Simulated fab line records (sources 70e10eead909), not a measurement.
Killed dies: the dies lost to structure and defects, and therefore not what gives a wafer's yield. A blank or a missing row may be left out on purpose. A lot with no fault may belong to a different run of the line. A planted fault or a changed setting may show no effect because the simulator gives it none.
Comparing a struck lot with a sound one + flow nand harc + 14 steps out of a route of 1302
Sound: these wafers, L267.3, L267.5, L267.6. Wafers struck: L274.4, L274.5, L274.6. The cause comes at the end.
Per side, at each step with rows, come the tool, then ch with its chambers, and then its first start. Under that, the readings that differ: sound wafers + struck wafers + difference of the means + sigmas: that difference in standard deviations of wafers without a fault.
alike: same words and numbers on both sides, and readings whose means sit less than 2 such deviations apart. not compared: any withheld reading, any reading some wafer has no value for, any bound like >300 that may hide the same value, and any number with overlapping values for which the record gives no deviation.
Wherever a step has rows on one side only, a row that says differs or no value, or a row with sigmas, the two part there. Numbers that don't overlap but have no deviation are shown without sigmas and don't part them. Lack of a reading on every wafer of one side parts them only where that side has two or more wafers.

NHARC_A_SOURCE_PLATE_THK_MEAS_06: measures by ellipsometry.
  struck on film metro-01, day 13 20:03; sound on film metro-01, day 10 22:12
  alike: thk nm
NHARC_A_SOURCE_PLATE_INSPECT_08:
  struck on defect inspect-01, day 13 20:07; sound on defect inspect-02, day 10 22:16
  alike: raw defect count
after that, 1 step with no rows for these wafers: NHARC_A_ONON_D1_DEP_00 (target thk 1000 nm).
NHARC_A_ONON_D1_THK_MEAS_02: measures by ellipsometry.
  struck on film metro-01, day 13 20:41; sound on film metro-02, day 10 22:50
  alike: thk nm
after that, 1 step with no rows for these wafers: NHARC_A_ONON_D1_DEP_03 (target thk 1000 nm).
NHARC_A_ONON_D1_THK_MEAS_05: measures by ellipsometry.
  struck on film metro-02, day 13 21:16; sound on film metro-02, day 10 23:24
  alike: thk nm
after that, 1 step with no rows for these wafers: NHARC_A_ONON_D1_DEP_06 (target thk 1000 nm).
NHARC_A_ONON_D1_THK_MEAS_08: measures by ellipsometry.
  struck on film metro-01, day 13 21:50; sound on film metro-01, day 10 23:58
  alike: thk nm
after that, 1 step with no rows for these wafers: NHARC_A_ONON_D1_DEP_09 (target thk 1000 nm).
NHARC_A_ONON_D1_THK_MEAS_11: measures by ellipsometry.
  struck on film metro-02, day 13 22:24; sound on film metro-01, day 11 00:32
  alike: thk nm
NHARC_A_ONON_D1_DEP_12: target thk 1000 nm.
  sound on pecvd onon-01 ch 0, day 11 00:43; struck on pecvd onon-04 ch 0, day 13 22:38
NHARC_A_ONON_D1_THK_MEAS_14: measures by ellipsometry.
  struck on film metro-02, day 13 22:58; sound on film metro-01, day 11 01:07
| reading     | sound          | struck      | difference | sigmas |
|-------------|----------------|-------------|------------|--------|
| thk nm (nm) | 1009 1011 1011 | 906 905 905 | -105       | -12    |
then, 1 step without rows for these wafers: NHARC_A_ONON_D1_ANNEAL_15 (time 3600 s).
-- record jumps: 16 days between struck wafers' starts before vs after; left off in module A_ONON_D1, resumes in module END, first step shown is number 1302 of the route --
NHARC_END_SORT_01:
  at this point the record logs the struck wafers (prober-01 ch 0, day 30 10:31) and has no rows for the sound ones

WHERE THEY PART
First at NHARC_A_ONON_D1_THK_MEAS_14; last, within this record, at NHARC_END_SORT_01.

WHY: what the simulator had put in
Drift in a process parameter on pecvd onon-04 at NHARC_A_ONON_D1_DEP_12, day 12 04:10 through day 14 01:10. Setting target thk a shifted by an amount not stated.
